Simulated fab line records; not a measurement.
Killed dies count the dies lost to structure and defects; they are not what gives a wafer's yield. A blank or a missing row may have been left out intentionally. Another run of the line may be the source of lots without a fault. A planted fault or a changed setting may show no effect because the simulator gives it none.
The tool behind it: which one?    flow n5 finfet    72 wafers from 24 lots sampled at 6 of the route's 1938 steps

== WHAT EACH GAUGE READ, for each wafer ==
N5_BEOL_M2_RS_MEAS_58: uses a four-point probe to measure.
lot   measured      on             M2_RS (ohm/sq)
L074  day 7 08:58   film metro-01  0.64 0.67 0.62
L075  day 7 12:01   film metro-01  0.68 0.68 0.64
L076  day 7 23:14   film metro-01  0.61 0.73 0.69
L078  day 8 15:10   film metro-01  0.70 0.71 0.64
L077  day 9 01:59   film metro-01  0.68 0.70 0.74
L079  day 9 08:37   film metro-02  0.63 0.70 0.63
L080  day 9 13:02   film metro-02  0.67 0.65 0.72
L081  day 9 13:22   film metro-01  0.68 0.65 0.67
L082  day 9 14:53   film metro-02  0.69 0.66 0.72
L083  day 9 16:58   film metro-02  0.72 0.65 0.77
L084  day 10 16:26  film metro-02  0.74 0.76 0.77
L085  day 10 13:07  film metro-02  0.66 0.70 0.65
L087  day 10 12:51  film metro-01  0.73 0.75 0.65
L086  day 10 16:31  film metro-02  0.66 0.67 0.72
L089  day 10 19:26  film metro-02  0.71 0.72 0.69
L091  day 11 08:21  film metro-01  0.69 0.69 0.68
L088  day 11 08:06  film metro-02  0.73 0.64 0.74
L090  day 11 16:59  film metro-02  0.72 0.72 0.68
L092  day 12 00:28  film metro-01  0.69 0.69 0.66
L093  day 12 03:40  film metro-01  0.69 0.63 0.66
L094  day 12 13:10  film metro-02  0.72 0.68 0.65
L095  day 12 20:01  film metro-01  0.70 0.66 0.71
L096  day 13 03:34  film metro-02  0.68 0.66 0.66
L097  day 13 18:04  film metro-02  0.69 0.66 0.67

== WHAT TOOL EACH LOT RAN ON (gives the tool, then ch and the chambers of the sampled wafers, and finally the start) ==
lot   N5_BEOL_M1_ANNEAL_91          N5_BEOL_M2_HM_DEP_02          N5_BEOL_M2_STRIP_36                 N5_BEOL_M2_TRENCH_ETCH_37                      N5_BEOL_M2_ANNEAL_80
L074  pvd sputter-01, day 6 09:47   pvd sputter-03, day 6 12:37   rie diel-05 ch 2,3, day 7 04:25     rie diel-05 ch 2,3, day 7 06:27 or earlier     pvd sputter-01, day 7 06:27
L075  pvd sputter-03, day 6 11:16   pvd sputter-02, day 6 13:59   rie diel-02 ch 2,3, day 7 07:41     rie diel-02 ch 2,3, day 7 09:30 or earlier     pvd sputter-03, day 7 09:30
L076  pvd sputter-03, day 6 21:26   pvd sputter-03, day 6 23:43   rie diel-05 ch 2,3, day 7 17:45     rie diel-05 ch 2,3, day 7 20:43 or earlier     pvd sputter-03, day 7 20:43
L078  pvd sputter-03, day 7 12:28   pvd sputter-01, day 7 14:51   rie diel-05 ch 0,2,3, day 8 10:37   rie diel-05 ch 0,2,3, day 8 12:28 or earlier   pvd sputter-02, day 8 12:28
L077  pvd sputter-01, day 7 14:11   pvd sputter-02, day 7 16:59   rie diel-06 ch 0,2,3, day 8 21:46   rie diel-06 ch 0,2,3, day 8 23:28 or earlier   pvd sputter-03, day 8 23:28
L079  pvd sputter-01, day 7 16:53   pvd sputter-02, day 7 20:34   rie diel-05 ch 1,3, day 9 03:25     rie diel-05 ch 1,3, day 9 05:59 or earlier     pvd sputter-01, day 9 05:59
L080  pvd sputter-03, day 7 19:35   pvd sputter-03, day 7 22:32   rie diel-06 ch 0,1,3, day 9 08:37   rie diel-06 ch 0,1,3, day 9 10:32 or earlier   pvd sputter-03, day 9 10:32
L081  pvd sputter-01, day 7 22:59   pvd sputter-02, day 8 02:10   rie diel-05 ch 0,2,3, day 9 09:01   rie diel-05 ch 0,2,3, day 9 10:43 or earlier   pvd sputter-01, day 9 10:43
L082  pvd sputter-01, day 8 12:57   pvd sputter-02, day 8 15:43   rie diel-02 ch 0,3, day 9 09:50     rie diel-02 ch 0,3, day 9 12:22 or earlier     pvd sputter-03, day 9 12:22
L083  pvd sputter-03, day 8 20:47   pvd sputter-03, day 8 22:38   rie diel-02 ch 1,2,3, day 9 11:59   rie diel-02 ch 1,2,3, day 9 13:42 or earlier   pvd sputter-02, day 9 13:42
L084  pvd sputter-01, day 9 03:46   pvd sputter-03, day 9 06:50   rie diel-02 ch 0,1, day 10 11:46    rie diel-02 ch 0,1, day 10 13:56 or earlier    pvd sputter-03, day 10 13:56
L085  pvd sputter-02, day 9 08:14   pvd sputter-02, day 9 10:25   rie diel-05 ch 1,2,3, day 10 08:36  rie diel-05 ch 1,2,3, day 10 10:33 or earlier  pvd sputter-03, day 10 10:33
L087  pvd sputter-01, day 9 14:29   pvd sputter-02, day 9 18:07   rie diel-02 ch 1,2, day 10 08:38    rie diel-02 ch 1,2, day 10 10:20 or earlier    pvd sputter-01, day 10 10:20
L086  pvd sputter-03, day 9 23:58   pvd sputter-01, day 10 02:22  rie diel-05 ch 1,2, day 10 11:47    rie diel-05 ch 1,2, day 10 14:01 or earlier    pvd sputter-01, day 10 14:01
L089  pvd sputter-03, day 10 04:16  pvd sputter-03, day 10 06:29  rie diel-02 ch 1,2,3, day 10 15:24  rie diel-02 ch 1,2,3, day 10 16:55 or earlier  pvd sputter-01, day 10 16:55
L091  pvd sputter-02, day 10 17:48  pvd sputter-01, day 10 21:34  rie diel-06 ch 0,1,2, day 11 03:58  rie diel-06 ch 0,1,2, day 11 05:49 or earlier  pvd sputter-03, day 11 05:49
L088  pvd sputter-03, day 10 21:20  pvd sputter-01, day 11 00:46  rie diel-05 ch 1,2, day 11 03:56    rie diel-05 ch 1,2, day 11 05:35 or earlier    pvd sputter-02, day 11 05:35
L090  pvd sputter-03, day 11 00:50  pvd sputter-03, day 11 04:23  rie diel-05 ch 0,1,3, day 11 12:11  rie diel-05 ch 0,1,3, day 11 14:27 or earlier  pvd sputter-01, day 11 14:27
L092  pvd sputter-01, day 11 02:51  pvd sputter-02, day 11 05:03  rie diel-06 ch 0,2,3, day 11 19:56  rie diel-06 ch 0,2,3, day 11 21:52 or earlier  pvd sputter-03, day 11 21:52
L093  pvd sputter-03, day 11 17:01  pvd sputter-01, day 11 20:41  rie diel-06 ch 0,2,3, day 11 23:45  rie diel-06 ch 0,2,3, day 12 01:10 or earlier  pvd sputter-01, day 12 01:10
L094  pvd sputter-03, day 12 02:28  pvd sputter-02, day 12 04:39  rie diel-02 ch 2,3, day 12 07:23    rie diel-02 ch 2,3, day 12 10:40 or earlier    pvd sputter-02, day 12 10:40
L095  pvd sputter-03, day 12 06:34  pvd sputter-01, day 12 08:38  rie diel-02 ch 0,2,3, day 12 15:55  rie diel-02 ch 0,2,3, day 12 17:31 or earlier  pvd sputter-02, day 12 17:31
L096  pvd sputter-02, day 12 09:37  pvd sputter-02, day 12 12:50  rie diel-05 ch 0,1, day 12 23:22    rie diel-05 ch 0,1, day 13 01:03 or earlier    pvd sputter-03, day 13 01:03
L097  pvd sputter-01, day 12 16:49  pvd sputter-01, day 12 19:58  rie diel-05 ch 1,2, day 13 11:56    rie diel-05 ch 1,2, day 13 15:33 or earlier    pvd sputter-03, day 13 15:33
- N5_BEOL_M1_ANNEAL_91: time 240 s.
- N5_BEOL_M2_HM_DEP_02: deposits TiN, target thk 20 nm.
- N5_BEOL_M2_STRIP_36: strips in N2/H2.
- N5_BEOL_M2_TRENCH_ETCH_37: etches SiOC in C4F6/O2, target depth 55.555 nm, time 29.2 s.
- N5_BEOL_M2_ANNEAL_80: time 240 s.

== AS READ BY THE TOOLS THEMSELVES (means over the sampled wafers that have a number; for cases with no such wafer, the mark the record gives instead) ==
N5_BEOL_M1_ANNEAL_91.
lot   tool            heater power w (W)
L074  pvd sputter-01  926
L075  pvd sputter-03  788
L076  pvd sputter-03  809
L078  pvd sputter-03  822
L077  pvd sputter-01  877
L079  pvd sputter-01  881
L080  pvd sputter-03  790
L081  pvd sputter-01  919
L082  pvd sputter-01  893
L083  pvd sputter-03  817
L084  pvd sputter-01  865
L085  pvd sputter-02  872
L087  pvd sputter-01  881
L086  pvd sputter-03  840
L089  pvd sputter-03  823
L091  pvd sputter-02  769
L088  pvd sputter-03  789
L090  pvd sputter-03  789
L092  pvd sputter-01  911
L093  pvd sputter-03  809
L094  pvd sputter-03  818
L095  pvd sputter-03  844
L096  pvd sputter-02  772
L097  pvd sputter-01  933

N5_BEOL_M2_HM_DEP_02.
lot   tool            throttle valve pct (%)
L074  pvd sputter-03  29.2
L075  pvd sputter-02  30.1
L076  pvd sputter-03  30.4
L078  pvd sputter-01  31.4
L077  pvd sputter-02  30.7
L079  pvd sputter-02  29.9
L080  pvd sputter-03  30.1
L081  pvd sputter-02  29.7
L082  pvd sputter-02  29.9
L083  pvd sputter-03  30.3
L084  pvd sputter-03  30.1
L085  pvd sputter-02  30.9
L087  pvd sputter-02  30.2
L086  pvd sputter-01  30.4
L089  pvd sputter-03  30.0
L091  pvd sputter-01  30.7
L088  pvd sputter-01  30.3
L090  pvd sputter-03  29.8
L092  pvd sputter-02  30.2
L093  pvd sputter-01  29.8
L094  pvd sputter-02  29.8
L095  pvd sputter-01  30.5
L096  pvd sputter-02  30.5
L097  pvd sputter-01  29.7

N5_BEOL_M2_STRIP_36.
lot   tool         drypump motor current A (A)  oes product au (a.u.)  rf vpp V (V)  showerhead plenum p Torr (Torr)  throttle valve pct (%)
L074  rie diel-05  5.4                          0.84                   57.9          2.57                             23.75
L075  rie diel-02  6.2                          0.94                   59.6          2.65                             23.17
L076  rie diel-05  5.4                          0.75                   58.3          2.55                             23.65
L078  rie diel-05  5.7                          0.77                   60.6          2.55                             23.74
L077  rie diel-06  6.0                          0.78                   57.6          2.53                             23.63
L079  rie diel-05  5.4                          0.79                   60.2          2.55                             23.84
L080  rie diel-06  5.8                          0.83                   58.4          2.56                             23.62
L081  rie diel-05  5.7                          0.75                   58.7          2.54                             23.75
L082  rie diel-02  5.6                          0.78                   58.6          2.63                             23.63
L083  rie diel-02  5.7                          0.82                   58.4          2.58                             23.40
L084  rie diel-02  5.1                          0.68                   58.3          2.56                             23.88
L085  rie diel-05  5.4                          0.76                   59.6          2.54                             23.76
L087  rie diel-02  5.3                          0.74                   59.3          2.52                             23.66
L086  rie diel-05  5.5                          0.69                   58.0          2.51                             23.66
L089  rie diel-02  5.7                          0.80                   59.0          2.58                             23.41
L091  rie diel-06  6.0                          0.80                   59.8          2.55                             23.67
L088  rie diel-05  5.5                          0.68                   59.1          2.51                             23.68
L090  rie diel-05  5.6                          0.75                   59.8          2.54                             23.86
L092  rie diel-06  6.0                          0.75                   59.8          2.52                             23.63
L093  rie diel-06  6.0                          0.76                   58.9          2.52                             23.64
L094  rie diel-02  6.0                          0.84                   59.2          2.59                             23.44
L095  rie diel-02  5.8                          0.87                   60.8          2.60                             23.40
L096  rie diel-05  6.0                          0.69                   59.3          2.50                             23.84
L097  rie diel-05  5.4                          0.79                   58.3          2.51                             23.67

N5_BEOL_M2_TRENCH_ETCH_37.
lot   tool         drypump motor current A (A)  oes product au (a.u.)  rf vpp V (V)  showerhead plenum p Torr (Torr)  throttle valve pct (%)
L074  rie diel-05  5.4                          0.84                   656           2.87                             20.71
L075  rie diel-02  6.2                          0.95                   661           2.96                             20.62
L076  rie diel-05  5.4                          0.76                   662           2.85                             20.81
L078  rie diel-05  5.7                          0.76                   662           2.85                             20.85
L077  rie diel-06  6.0                          0.77                   670           2.84                             20.85
L079  rie diel-05  5.4                          0.79                   656           2.83                             20.86
L080  rie diel-06  5.8                          0.82                   660           2.87                             20.75
L081  rie diel-05  5.7                          0.75                   662           2.85                             20.87
L082  rie diel-02  5.6                          0.77                   659           2.94                             20.96
L083  rie diel-02  5.7                          0.81                   657           2.90                             20.79
L084  rie diel-02  5.1                          0.68                   656           2.87                             21.11
L085  rie diel-05  5.4                          0.75                   658           2.84                             20.85
L087  rie diel-02  5.3                          0.73                   655           2.84                             20.92
L086  rie diel-05  5.5                          0.69                   665           2.82                             20.93
L089  rie diel-02  5.7                          0.79                   658           2.89                             20.81
L091  rie diel-06  6.0                          0.79                   674           2.86                             20.79
L088  rie diel-05  5.5                          0.69                   664           2.81                             20.96
L090  rie diel-05  5.7                          0.75                   658           2.83                             20.92
L092  rie diel-06  6.0                          0.76                   669           2.83                             20.90
L093  rie diel-06  6.0                          0.75                   670           2.83                             20.88
L094  rie diel-02  6.0                          0.83                   654           2.91                             20.74
L095  rie diel-02  5.8                          0.87                   657           2.91                             20.74
L096  rie diel-05  6.0                          0.69                   665           2.81                             21.07
L097  rie diel-05  5.4                          0.79                   660           2.80                             20.87

N5_BEOL_M2_ANNEAL_80.
lot   tool            heater power w (W)
L074  pvd sputter-01  839
L075  pvd sputter-03  847
L076  pvd sputter-03  796
L078  pvd sputter-02  839
L077  pvd sputter-03  777
L079  pvd sputter-01  889
L080  pvd sputter-03  814
L081  pvd sputter-01  942
L082  pvd sputter-03  812
L083  pvd sputter-02  861
L084  pvd sputter-03  795
L085  pvd sputter-03  830
L087  pvd sputter-01  950
L086  pvd sputter-01  862
L089  pvd sputter-01  856
L091  pvd sputter-03  784
L088  pvd sputter-02  770
L090  pvd sputter-01  885
L092  pvd sputter-03  795
L093  pvd sputter-01  874
L094  pvd sputter-02  817
L095  pvd sputter-02  813
L096  pvd sputter-03  791
L097  pvd sputter-03  803

== THE ANSWER, worked out from the rows above alone ==
Rule: the usual values come from the lots themselves. The widest of any qualifying gaps counts: lots, ordered by their means at a reading, are off when they make up no more than a third of the lots, leave a main group of 4 or more, and stand apart from it by 3 or more times the standard deviation of that group's means. A main group whose means are all the same, to the digits that the tables above print for the reading, isn't used. Also off: a lot with no number at a reading for which 4 or more lots have one. Where the step has rows for the other lots, those lots are counted as sound. Order of review: gauges by route order, followed by the tools' own readings, for which a lot's mean as printed above is used. The first step at which some lot is off is used, and at that step the reading that is off furthest; a lot without a number counts as furthest.
No lot is off at any reading shown: from this, nothing can be told.

== WHAT THE SIMULATOR PUT IN ==
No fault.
